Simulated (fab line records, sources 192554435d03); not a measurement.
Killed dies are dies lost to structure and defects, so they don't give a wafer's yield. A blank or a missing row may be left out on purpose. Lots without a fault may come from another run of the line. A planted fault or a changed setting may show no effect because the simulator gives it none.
Split-lot experiment | flow n5_finfet | 7 lots, 21 wafers read, on a route of 1938 steps

THE SPLIT
At N5_FIN_CUT_COAT_18 (time 60 s, resist thk 230 nm), the setting spin_rpm was moved away from the recipe's 1500 rpm on 8 of the 21 wafers read, by -10.3% to +9.1%. The other wafers ran this setting at the recipe's value.

FROM THE SPLIT TO THE READING: what the file shows between them, 5 steps
- N5_FIN_CUT_COAT_19: time 60 s, resist thk 20 nm (also split here: time_s)
- N5_FIN_CUT_COAT_29: time 60 s, resist thk 10 nm
- N5_FIN_CUT_COAT_02: resist thk 30 nm
- N5_FIN_CUT_ETCH_30: etches underlayer in N2/H2, target depth 13 nm, time 10.4 s
- N5_FIN_CUT_ETCH_20: etches SiARC in CF4, target depth 26 nm, time 43.3 s

THE READING
etch.depth_nm (the simulator's own value, which no gauge read), in nm, at N5_FIN_CUT_ETCH_21 (etches SOC in N2/H2, target depth 219 nm, overetch 43.8 nm, time 523.5 s). The file gives no usual value for it. The 13 wafers here that ran the recipe average 230.1 nm, standard deviation 0.74 nm.

wafer  | tool, chamber at the split | spin_rpm as run, rpm | against the recipe | etch.depth_nm, nm | against lot-mates on the recipe
L078.1 | litho_track-01, 0          | 1500                 | recipe             | 228.8             | -
L078.2 | litho_track-01, 0          | 1363                 | -9.1%              | 240.3             | +11.5
L078.6 | litho_track-01, 0          | 1363                 | -9.1%              | 239.8             | +11.0
L079.3 | litho_track-04, 0          | 1500                 | recipe             | 229.5             | -
L079.4 | litho_track-04, 0          | 1636                 | +9.1%              | 219               | -10.5
L079.5 | litho_track-04, 0          | 1636                 | +9.1%              | 219.6             | -9.9
L087.3 | litho_track-01, 0          | 1500                 | recipe             | 229.5             | -
L087.4 | litho_track-01, 0          | 1500                 | recipe             | 230.1             | -
L087.6 | litho_track-01, 0          | 1500                 | recipe             | 230.3             | -
L088.4 | litho_track-05, 0          | 1346                 | -10.3%             | 242               | +12.0
L088.5 | litho_track-05, 0          | 1500                 | recipe             | 230               | -
L088.6 | litho_track-05, 0          | 1346                 | -10.3%             | 242.3             | +12.3
L091.1 | litho_track-01, 0          | 1500                 | recipe             | 231.5             | -
L091.3 | litho_track-01, 0          | 1500                 | recipe             | 230.9             | -
L091.4 | litho_track-01, 0          | 1500                 | recipe             | 231.2             | -
L093.1 | litho_track-01, 0          | 1500                 | recipe             | 229.6             | -
L093.3 | litho_track-01, 0          | 1431                 | -4.6%              | 234.7             | +5.2
L093.4 | litho_track-01, 0          | 1500                 | recipe             | 229.3             | -
L097.2 | litho_track-05, 0          | 1354                 | -9.7%              | 241.8             | +11.7
L097.4 | litho_track-05, 0          | 1500                 | recipe             | 230.2             | -
L097.5 | litho_track-05, 0          | 1500                 | recipe             | 230               | -

THE FIT
A straight line over all 21 wafers: etch.depth_nm changes by -1.16 nm for each +1% of spin_rpm; r = -0.99; the points scatter about the line by 0.69 nm.
The same after taking each lot's own level away (the mean of its wafers on the recipe; 21 wafers): -1.18 nm for each +1%; r = -1.00; scatter 0.3 nm.
On that fit, the largest move of spin_rpm shifts the reading by 12 nm.
The lots' own levels span 228.80 to 231.20 nm, that is 3.2 times the standard deviation above.
So the lot-to-lot level changes the slope little: the two slopes agree.
Check: with one of the wafers moved furthest among these (-10.3%) left out of the fit, the line predicts +12.2 nm for it against its lot-mates. It came out at +12 nm against them.

OTHER SPLITS ON THESE WAFERS
These wafers also went through other splits before the reading. Each is held against what the fit with the lots' levels taken away leaves over:
other split on the same wafers        | wafers away from the commonest value | r with etch.depth_nm (lot level and that fit taken away)
N5_WELL_APT_PEB_06 peb_time_s         | 7                                    | +0.00
N5_WELL_APT_DEVELOP_07 develop_time_s | 3                                    | -0.01
N5_WELL_APT_COAT_19 spin_rpm          | 7                                    | +0.05
N5_WELL_APT_PEB_23 peb_time_s         | 10                                   | -0.05
N5_FIN_SAQP_HM_DEP_72 time_s          | 11                                   | -0.10
N5_FIN_SAQP_EXPOSE_13 dose_mj         | 7                                    | -0.28
N5_FIN_CUT_COAT_19 time_s             | 5                                    | -0.25

THE WHOLE CHAIN: every reading that the file lists as answering this split, in the file's order
step               | what it does                                                             | reading                                                                        | change (the file's fit)              | r (the file's)
N5_FIN_CUT_COAT_18 | time 60 s, resist thk 230 nm                                             | SOC_of_FIN_CUT_COAT_18.thk_nm (the simulator's own value, which no gauge read) | -1.18 nm for each +1% of the setting | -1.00
N5_FIN_CUT_ETCH_21 | etches SOC in N2/H2, target depth 219 nm, overetch 43.8 nm, time 523.5 s | etch.depth_nm (the simulator's own value, which no gauge read)                 | -1.18 nm for each +1% of the setting | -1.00

THE FILE'S OWN FIT
etch.depth_nm changes by -1.18 nm for each +1% of spin_rpm, r = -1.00.
